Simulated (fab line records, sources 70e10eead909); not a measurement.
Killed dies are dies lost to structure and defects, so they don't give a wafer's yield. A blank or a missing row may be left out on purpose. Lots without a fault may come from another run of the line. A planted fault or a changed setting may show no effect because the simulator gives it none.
A struck lot beside a sound one | flow nand_harc | 15 steps out of a route of 1302
Sound: wafers L633.2, L633.3, L633.6. Struck: wafers L653.1, L653.2. The cause comes at the end.
At each step with rows: each side's tool, then ch and its chambers, then its first start. Under that, the readings that differ: sound wafers | struck wafers | difference of the means | sigmas: that difference in standard deviations of wafers without a fault.
alike: readings whose means differ by less than 2 such deviations, and words and numbers that are the same on both sides. not compared: withheld readings, readings that some wafer has no value for, bounds like >300 that may hide the same value, and numbers for which the record gives no deviation and whose values overlap.
The two part at a step that has a row with sigmas, a row that says differs or no value, or rows on one side only. Numbers that don't overlap but have no deviation are shown without sigmas and don't part them. A reading that every wafer of one side lacks parts them only if that side has two wafers or more.

first, 8 steps without rows for these wafers: NHARC_A_BONDPAD_HMDS_02 (time 30 s); NHARC_A_BONDPAD_COAT_33 (time 65 s); NHARC_A_BONDPAD_COAT_03 (resist thk 600 nm); NHARC_A_BONDPAD_SOFTBAKE_04 (time 70 s); NHARC_A_BONDPAD_EBR_05; NHARC_A_BONDPAD_EXPOSE_06 (exposes mask A BPAD); NHARC_A_BONDPAD_PEB_07 (peb time 80 s); NHARC_A_BONDPAD_DEVELOP_08 (time 50 s).
NHARC_A_BONDPAD_CD_MEAS_09: target cd 500 nm.
  sound on cd_sem-01 ch 0, day 23 00:02; struck on cd_sem-02 ch 0, day 31 07:11
  alike: cd_nm
NHARC_A_BONDPAD_OVL_MEAS_35:
  sound on overlay-01, day 23 00:07; struck on overlay-01, day 31 07:17
  alike: overlay_x_nm, overlay_y_nm
then, 1 step without rows for these wafers: NHARC_A_BONDPAD_HARDBAKE_10 (time 65 s).
NHARC_A_BONDPAD_DESCUM_11: chemistry O2, time 3 s.
  sound on rie_diel-03 ch 2,3, day 23 00:14; struck on rie_diel-03 ch 2,3, day 31 07:25
  alike: drypump_motor_current_A, oes_product_au, rf_vpp_V, showerhead_plenum_p_Torr, throttle_valve_pct
  not compared: rf_hours_counter_h
NHARC_A_BONDPAD_ETCH_34: etches the open film in N2/H2, target depth 60 nm, overetch 18 nm, time 65.91 s.
  sound on rie_diel-03 ch 0,1, day 23 00:20; struck on rie_diel-03 ch 1,3, day 31 07:30
  reading               | sound             | struck      | difference | sigmas
  oes_product_au (a.u.) | 0.994 1.004 0.982 | 0.843 0.837 | -0.153     | -15
  alike: drypump_motor_current_A, rf_vpp_V, showerhead_plenum_p_Torr, throttle_valve_pct
  not compared: rf_hours_counter_h
NHARC_A_BONDPAD_ETCH_12: etches the open film in CHF3/O2, target depth 220 nm, time 110 s.
  sound on rie_diel-03 ch 1,3; struck on rie_diel-03 ch 2,3
  alike: drypump_motor_current_A, oes_product_au, rf_vpp_V, showerhead_plenum_p_Torr, throttle_valve_pct
  not compared: rf_hours_counter_h
then, 1 step without rows for these wafers: NHARC_END_SORT_01.

WHERE THEY PART
Only at NHARC_A_BONDPAD_ETCH_34, within this record. Later steps at which nothing parts them and some readings are alike: NHARC_A_BONDPAD_ETCH_12.

WHY: what the simulator had put in
Process parameter drift: rie_diel-03, from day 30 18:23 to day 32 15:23, at NHARC_A_BONDPAD_ETCH_34. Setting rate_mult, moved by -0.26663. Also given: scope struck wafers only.
